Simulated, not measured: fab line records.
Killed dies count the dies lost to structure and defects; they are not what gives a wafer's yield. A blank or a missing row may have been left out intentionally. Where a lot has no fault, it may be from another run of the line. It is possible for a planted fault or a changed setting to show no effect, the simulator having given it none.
Which tool was responsible? :: flow nand-harc :: 11 lots, 33 wafers sampled, at 7 steps of a route of 1159

== WHAT EACH GAUGE READ, for each wafer ==
NHARC_A_BLC_OVL_MEAS_11. Usual: overlay-x-nm 0.0 nm, standard deviation 0.67; overlay-y-nm 0.1 nm, standard deviation 1.
lot: L453
measured: day 17 11:35
on: overlay-01
overlay-x-nm (nm): -0.6 -0.7 -0.5
overlay-y-nm (nm): 1.8 1.9 1.8
flag: 

lot: L463
measured: day 19 21:49
on: overlay-02
overlay-x-nm (nm): 0.4 0.4 -0.1
overlay-y-nm (nm): 2.3 1.2 1.9
flag: 

lot: L461
measured: day 19 22:34
on: overlay-02
overlay-x-nm (nm): 0.4 0.9 0.0
overlay-y-nm (nm): -1.3 -1.6 -0.9
flag: 

lot: L466
measured: day 21 05:07
on: overlay-02
overlay-x-nm (nm): -0.3 0.1 0.5
overlay-y-nm (nm): 0.4 0.9 0.2
flag: 

lot: L470
measured: day 22 00:48
on: overlay-02
overlay-x-nm (nm): -0.2 -0.1 -0.1
overlay-y-nm (nm): -1.2 -1.3 -1.3
flag: 

lot: L469
measured: day 22 01:15
on: overlay-01
overlay-x-nm (nm): 0.2 0.2 0.6
overlay-y-nm (nm): 0.0 -0.8 -0.6
flag: 

lot: L473
measured: day 22 16:07
on: overlay-01
overlay-x-nm (nm): 0.4 1.1 0.7
overlay-y-nm (nm): 0.4 0.1 -0.1
flag: 

lot: L472
measured: day 22 16:52
on: overlay-01
overlay-x-nm (nm): -0.9 -1.2 -0.7
overlay-y-nm (nm): -0.2 -0.5 -0.9
flag: 

lot: L474
measured: day 23 01:22
on: overlay-01
overlay-x-nm (nm): 1.0 1.3 1.0
overlay-y-nm (nm): -0.4 -0.2 -0.6
flag: 

lot: L475
measured: day 23 01:41
on: overlay-02
overlay-x-nm (nm): 0.4 0.7 0.8
overlay-y-nm (nm): 1.7 2.5 2.1
flag: 

lot: L476
measured: day 23 15:31
on: overlay-02
overlay-x-nm (nm): 0.3 0.4 0.5
overlay-y-nm (nm): 0.6 1.0 0.8
flag: 

NHARC_A_M0_CD_MEAS_09: target cd 80 nm. Usual: 79.9 nm for cd-nm, sd 0.7.
lot: L453
measured: day 17 16:26
on: cd-sem-02
cd-nm (nm): 79.9 80.6 80.4
flag: 

lot: L463
measured: day 20 06:25
on: cd-sem-01
cd-nm (nm): 92.5 94.0 93.2
flag: OFF

lot: L461
measured: day 20 07:10
on: cd-sem-03
cd-nm (nm): 90.3 90.8 90.3
flag: OFF

lot: L466
measured: day 21 20:13
on: cd-sem-03
cd-nm (nm): 79.6 80.2 80.5
flag: 

lot: L470
measured: day 22 13:08
on: cd-sem-01
cd-nm (nm): 80.3 80.2 80.3
flag: 

lot: L469
measured: day 22 13:35
on: cd-sem-03
cd-nm (nm): 80.3 81.3 81.5
flag: 

lot: L473
measured: day 22 21:52
on: cd-sem-01
cd-nm (nm): 80.4 80.4 79.8
flag: 

lot: L472
measured: day 23 00:59
on: cd-sem-02
cd-nm (nm): 79.1 79.8 80.4
flag: 

lot: L474
measured: day 23 08:49
on: cd-sem-02
cd-nm (nm): 80.5 79.4 79.8
flag: 

lot: L475
measured: day 23 08:08
on: cd-sem-03
cd-nm (nm): 79.6 80.0 80.3
flag: 

lot: L476
measured: day 24 00:19
on: cd-sem-03
cd-nm (nm): 79.4 80.2 81.0
flag: 

NHARC_A_M0_CD_MEAS_16. Usual: 79.9 nm for cd-nm, sd 1.
lot: L453
measured: day 17 16:59
on: cd-sem-01
cd-nm (nm): 79.7 81.0 80.1
flag: 

lot: L463
measured: day 20 06:54
on: cd-sem-02
cd-nm (nm): 92.3 93.2 93.4
flag: OFF

lot: L461
measured: day 20 07:38
on: cd-sem-01
cd-nm (nm): 90.0 89.8 90.0
flag: OFF

lot: L466
measured: day 21 20:42
on: cd-sem-03
cd-nm (nm): 79.8 79.2 81.4
flag: 

lot: L470
measured: day 22 13:40
on: cd-sem-02
cd-nm (nm): 78.9 80.4 80.3
flag: 

lot: L469
measured: day 22 14:11
on: cd-sem-01
cd-nm (nm): 80.0 82.3 81.3
flag: 

lot: L473
measured: day 22 22:22
on: cd-sem-01
cd-nm (nm): 79.8 80.5 79.0
flag: 

lot: L472
measured: day 23 01:28
on: cd-sem-02
cd-nm (nm): 79.3 80.3 81.3
flag: 

lot: L474
measured: day 23 09:18
on: cd-sem-01
cd-nm (nm): 81.5 81.2 80.0
flag: 

lot: L475
measured: day 23 08:37
on: cd-sem-03
cd-nm (nm): 79.6 81.6 82.0
flag: 

lot: L476
measured: day 24 00:49
on: cd-sem-03
cd-nm (nm): 78.6 80.3 80.6
flag: 

NHARC_END_SORT_01. Usual: defect-limited-yield 95.1 %, standard deviation 1.6; killed-at-array 29, standard deviation 10; killed-at-other 0.7, standard deviation 1.1; killed-at-periphery 3.3, standard deviation 2.4; killed-dies 33, standard deviation 11; killed-open 3.3, standard deviation 2; killed-short 1.9, standard deviation 1.3; sort_bin_2_pct 1.5 %, standard deviation 0.67; sort_bin_3_pct 0.27 %, standard deviation 0.24; sort_bin_4_pct 3.1 %, standard deviation 1.1; sort-n-pass 644, standard deviation 11; sort-rim-yield-pct 97.1 %, standard deviation 2.1; sort-yield-pct 95.1 %, standard deviation 1.6.
lot: L463
measured: day 22 01:53
on: prober-01
defect-limited-yield (%): 95.4 95.3 96.0
killed-at-array: 30 30 27
killed-at-other: 0 0 0
killed-at-periphery: 1 2 0
killed-dies: 31 32 27
killed-open: 2 4 1
killed-short: 3 2 1
sort_bin_2_pct (%): 1.5 1.3 2.1
sort_bin_3_pct (%): 0 0.30 0.30
sort_bin_4_pct (%): 3.1 3.1 1.6
sort-n-pass: 646 645 650
sort-rim-yield-pct (%): 98.1 99.1 97.2
sort-yield-pct (%): 95.4 95.3 96.0
flag: 

lot: L466
measured: day 23 12:39
on: prober-02
defect-limited-yield (%): 93.8 93.8 95.6
killed-at-array: 35 29 26
killed-at-other: 2 1 0
killed-at-periphery: 5 12 4
killed-dies: 42 42 30
killed-open: 4 1 3
killed-short: 4 1 0
sort_bin_2_pct (%): 2.4 1.5 1.0
sort_bin_3_pct (%): 0.59 0.30 0.44
sort_bin_4_pct (%): 3.2 4.4 3.0
sort-n-pass: 635 635 647
sort-rim-yield-pct (%): 95.3 98.1 100.0
sort-yield-pct (%): 93.8 93.8 95.6
flag: 

lot: L470
measured: day 24 15:56
on: prober-02
defect-limited-yield (%): 95.4 95.6 93.6
killed-at-array: 28 25 38
killed-at-other: 0 1 2
killed-at-periphery: 3 4 3
killed-dies: 31 30 43
killed-open: 4 7 8
killed-short: 2 3 6
sort_bin_2_pct (%): 1.2 1.6 0.9
sort_bin_3_pct (%): 0.15 0 0.15
sort_bin_4_pct (%): 3.2 2.8 5.3
sort-n-pass: 646 647 634
sort-rim-yield-pct (%): 99.1 97.2 97.2
sort-yield-pct (%): 95.4 95.6 93.6
flag: 

== EACH LOT AND THE TOOL THAT RAN IT (in order: tool; ch and the chambers of the sampled wafers; start) ==
lot: L453
NHARC_A_BLC_CVD_24: cvd-w-02 ch 0,1, day 17 16:22 or earlier
NHARC_A_M0_PEB_07: litho-track-06 ch 0, day 17 16:22
NHARC_A_M0_STRIP_18: rie-diel-04 ch 0,2,3, day 17 17:07

lot: L463
NHARC_A_BLC_CVD_24: cvd-w-01 ch 1, day 20 06:20 or earlier
NHARC_A_M0_PEB_07: litho-track-01 ch 0, day 20 06:20
NHARC_A_M0_STRIP_18: rie-diel-05 ch 1,2,3, day 20 07:03

lot: L461
NHARC_A_BLC_CVD_24: cvd-w-01 ch 1, day 20 07:05 or earlier
NHARC_A_M0_PEB_07: litho-track-01 ch 0, day 20 07:05
NHARC_A_M0_STRIP_18: rie-diel-10 ch 0,1, day 20 07:43

lot: L466
NHARC_A_BLC_CVD_24: cvd-w-01 ch 0,1, day 21 20:08 or earlier
NHARC_A_M0_PEB_07: litho-track-06 ch 0, day 21 20:08
NHARC_A_M0_STRIP_18: rie-diel-04 ch 0,1,2, day 21 20:48

lot: L470
NHARC_A_BLC_CVD_24: cvd-w-02 ch 0,1, day 22 13:04 or earlier
NHARC_A_M0_PEB_07: litho-track-04 ch 0, day 22 13:04
NHARC_A_M0_STRIP_18: rie-diel-10 ch 1,2, day 22 13:46

lot: L469
NHARC_A_BLC_CVD_24: cvd-w-02 ch 0, day 22 13:31 or earlier
NHARC_A_M0_PEB_07: litho-track-04 ch 0, day 22 13:31
NHARC_A_M0_STRIP_18: rie-diel-10 ch 0,2,3, day 22 14:17

lot: L473
NHARC_A_BLC_CVD_24: cvd-w-02 ch 0,1, day 22 21:47 or earlier
NHARC_A_M0_PEB_07: litho-track-06 ch 0, day 22 21:47
NHARC_A_M0_STRIP_18: rie-diel-04 ch 1,3, day 22 22:28

lot: L472
NHARC_A_BLC_CVD_24: cvd-w-01 ch 0,1, day 23 00:54 or earlier
NHARC_A_M0_PEB_07: litho-track-06 ch 0, day 23 00:54
NHARC_A_M0_STRIP_18: rie-diel-04 ch 0,1,3, day 23 01:32

lot: L474
NHARC_A_BLC_CVD_24: cvd-w-02 ch 1, day 23 08:44 or earlier
NHARC_A_M0_PEB_07: litho-track-01 ch 0, day 23 08:44
NHARC_A_M0_STRIP_18: rie-diel-05 ch 0,1,3, day 23 09:22

lot: L475
NHARC_A_BLC_CVD_24: cvd-w-01 ch 0,1, day 23 08:03 or earlier
NHARC_A_M0_PEB_07: litho-track-04 ch 0, day 23 08:03
NHARC_A_M0_STRIP_18: rie-diel-04 ch 0,1,3, day 23 08:41

lot: L476
NHARC_A_BLC_CVD_24: cvd-w-01 ch 0,1, day 24 00:14 or earlier
NHARC_A_M0_PEB_07: litho-track-01 ch 0, day 24 00:14
NHARC_A_M0_STRIP_18: rie-diel-05 ch 0,1,3, day 24 00:53
- NHARC_A_BLC_CVD_24: deposits W, target thk 150 nm, time 434 s.
- NHARC_A_M0_PEB_07: peb time 65 s.
- NHARC_A_M0_STRIP_18: strips in N2/H2.

== AS READ BY THE TOOLS THEMSELVES (means over the sampled wafers that have a number; for cases with no such wafer, the mark the record gives instead) ==
NHARC_A_BLC_CVD_24. Usual: heater-power-w 482 W, standard deviation 52; throttle-valve-pct 8.03 %, standard deviation 0.27.
lot: L453
tool: cvd-w-02
heater-power-w (W): 446
throttle-valve-pct (%): 7.93
flag: 

lot: L463
tool: cvd-w-01
heater-power-w (W): 558
throttle-valve-pct (%): 8.38
flag: 

lot: L461
tool: cvd-w-01
heater-power-w (W): 553
throttle-valve-pct (%): 8.25
flag: 

lot: L466
tool: cvd-w-01
heater-power-w (W): 485
throttle-valve-pct (%): 7.93
flag: 

lot: L470
tool: cvd-w-02
heater-power-w (W): 452
throttle-valve-pct (%): 7.73
flag: 

lot: L469
tool: cvd-w-02
heater-power-w (W): 458
throttle-valve-pct (%): 7.65
flag: 

lot: L473
tool: cvd-w-02
heater-power-w (W): 444
throttle-valve-pct (%): 7.93
flag: 

lot: L472
tool: cvd-w-01
heater-power-w (W): 469
throttle-valve-pct (%): 7.90
flag: 

lot: L474
tool: cvd-w-02
heater-power-w (W): 450
throttle-valve-pct (%): 8.14
flag: 

lot: L475
tool: cvd-w-01
heater-power-w (W): 481
throttle-valve-pct (%): 7.95
flag: 

lot: L476
tool: cvd-w-01
heater-power-w (W): 473
throttle-valve-pct (%): 7.85
flag: 

NHARC_A_M0_PEB_07. Usual: chill-plate-temp-C 23.00 C, standard deviation 0.11; heater-power-total-W 156.6 W, standard deviation 0.41; plate-temp-C 100.00 C, standard deviation 0.13; resist-line-temp-C 22.98 C, standard deviation 0.1.
lot: L453
tool: litho-track-06
chill-plate-temp-C (C): 22.83
heater-power-total-W (W): 156.8
plate-temp-C (C): 99.98
resist-line-temp-C (C): 23.02
flag: 

lot: L463
tool: litho-track-01
chill-plate-temp-C (C): 23.05
heater-power-total-W (W): 164.6
plate-temp-C (C): 103.71
resist-line-temp-C (C): 23.08
flag: OFF

lot: L461
tool: litho-track-01
chill-plate-temp-C (C): 22.98
heater-power-total-W (W): 164.9
plate-temp-C (C): 103.83
resist-line-temp-C (C): 22.86
flag: OFF

lot: L466
tool: litho-track-06
chill-plate-temp-C (C): 22.83
heater-power-total-W (W): 156.7
plate-temp-C (C): 99.92
resist-line-temp-C (C): 22.95
flag: 

lot: L470
tool: litho-track-04
chill-plate-temp-C (C): 22.90
heater-power-total-W (W): 156.7
plate-temp-C (C): 100.00
resist-line-temp-C (C): 23.00
flag: 

lot: L469
tool: litho-track-04
chill-plate-temp-C (C): 23.06
heater-power-total-W (W): 156.6
plate-temp-C (C): 99.97
resist-line-temp-C (C): 23.02
flag: 

lot: L473
tool: litho-track-06
chill-plate-temp-C (C): 22.93
heater-power-total-W (W): 156.2
plate-temp-C (C): 100.06
resist-line-temp-C (C): 22.92
flag: 

lot: L472
tool: litho-track-06
chill-plate-temp-C (C): 23.11
heater-power-total-W (W): 156.8
plate-temp-C (C): 99.94
resist-line-temp-C (C): 23.00
flag: 

lot: L474
tool: litho-track-01
chill-plate-temp-C (C): 22.95
heater-power-total-W (W): 156.8
plate-temp-C (C): 100.08
resist-line-temp-C (C): 22.93
flag: 

lot: L475
tool: litho-track-04
chill-plate-temp-C (C): 23.04
heater-power-total-W (W): 156.4
plate-temp-C (C): 100.08
resist-line-temp-C (C): 22.87
flag: 

lot: L476
tool: litho-track-01
chill-plate-temp-C (C): 22.96
heater-power-total-W (W): 156.1
plate-temp-C (C): 100.05
resist-line-temp-C (C): 23.06
flag: 

NHARC_A_M0_STRIP_18. Usual: drypump-motor-current-A 6.0 A, standard deviation 0.43; oes-product-au 1.005 a.u., standard deviation 0.013; rf-vpp-V 90.8 V, standard deviation 0.87; showerhead-plenum-p-Torr 2.06 Torr, standard deviation 0.062; throttle-valve-pct 14.172 %, standard deviation 0.0089.
lot: L453
tool: rie-diel-04
drypump-motor-current-A (A): 6.3
oes-product-au (a.u.): 1.003
rf-vpp-V (V): 91.0
showerhead-plenum-p-Torr (Torr): 2.04
throttle-valve-pct (%): 14.181
flag: 

lot: L463
tool: rie-diel-05
drypump-motor-current-A (A): 5.6
oes-product-au (a.u.): 1.007
rf-vpp-V (V): 90.7
showerhead-plenum-p-Torr (Torr): 2.06
throttle-valve-pct (%): 14.164
flag: 

lot: L461
tool: rie-diel-10
drypump-motor-current-A (A): 5.6
oes-product-au (a.u.): 1.011
rf-vpp-V (V): 90.6
showerhead-plenum-p-Torr (Torr): 2.10
throttle-valve-pct (%): 14.178
flag: 

lot: L466
tool: rie-diel-04
drypump-motor-current-A (A): 6.1
oes-product-au (a.u.): 1.018
rf-vpp-V (V): 90.8
showerhead-plenum-p-Torr (Torr): 2.02
throttle-valve-pct (%): 14.172
flag: 

lot: L470
tool: rie-diel-10
drypump-motor-current-A (A): 5.9
oes-product-au (a.u.): 1.009
rf-vpp-V (V): 92.0
showerhead-plenum-p-Torr (Torr): 2.06
throttle-valve-pct (%): 14.170
flag: 

lot: L469
tool: rie-diel-10
drypump-motor-current-A (A): 6.1
oes-product-au (a.u.): 1.008
rf-vpp-V (V): 90.3
showerhead-plenum-p-Torr (Torr): 2.10
throttle-valve-pct (%): 14.167
flag: 

lot: L473
tool: rie-diel-04
drypump-motor-current-A (A): 6.3
oes-product-au (a.u.): 0.989
rf-vpp-V (V): 90.3
showerhead-plenum-p-Torr (Torr): 2.04
throttle-valve-pct (%): 14.174
flag: 

lot: L472
tool: rie-diel-04
drypump-motor-current-A (A): 6.1
oes-product-au (a.u.): 1.003
rf-vpp-V (V): 90.4
showerhead-plenum-p-Torr (Torr): 2.04
throttle-valve-pct (%): 14.174
flag: 

lot: L474
tool: rie-diel-05
drypump-motor-current-A (A): 5.7
oes-product-au (a.u.): 1.001
rf-vpp-V (V): 90.5
showerhead-plenum-p-Torr (Torr): 2.04
throttle-valve-pct (%): 14.173
flag: 

lot: L475
tool: rie-diel-04
drypump-motor-current-A (A): 6.1
oes-product-au (a.u.): 1.000
rf-vpp-V (V): 91.4
showerhead-plenum-p-Torr (Torr): 2.04
throttle-valve-pct (%): 14.161
flag: 

lot: L476
tool: rie-diel-05
drypump-motor-current-A (A): 5.7
oes-product-au (a.u.): 1.014
rf-vpp-V (V): 90.7
showerhead-plenum-p-Torr (Torr): 2.04
throttle-valve-pct (%): 14.174
flag: 

== THE ANSWER, worked out from the rows above alone ==
Rule: take the mean of a lot's wafers that have a number; if it is more than 3 standard deviations from the usual mean, the lot is off. Also off: a lot with no number at a reading for which 4 or more lots have one. Any other lot the step has rows for is counted as sound. Order of review: gauges by route order, followed by the tools' own readings, for which a lot's mean as printed above is used. The first step at which some lot is off is used, and at that step the reading that is off furthest; a lot without a number counts as furthest.
Off: L463, L461, at NHARC_A_M0_CD_MEAS_09 (cd-nm).
A tool fits if, at a process step before that reading, it ran every lot that is off, and no sound lot after the first of them. Not tried: the gauges at NHARC_A_M0_CD_MEAS_09; whatever is off there is also off at NHARC_A_M0_PEB_07, on other tools, and gauge error can't account for it. Because NHARC_A_BLC_CVD_24 lacks a start for some lots, the hours and order of its lots are taken from NHARC_A_M0_PEB_07. Of those tried, none fits.

== WHAT THE SIMULATOR HAD PUT IN ==
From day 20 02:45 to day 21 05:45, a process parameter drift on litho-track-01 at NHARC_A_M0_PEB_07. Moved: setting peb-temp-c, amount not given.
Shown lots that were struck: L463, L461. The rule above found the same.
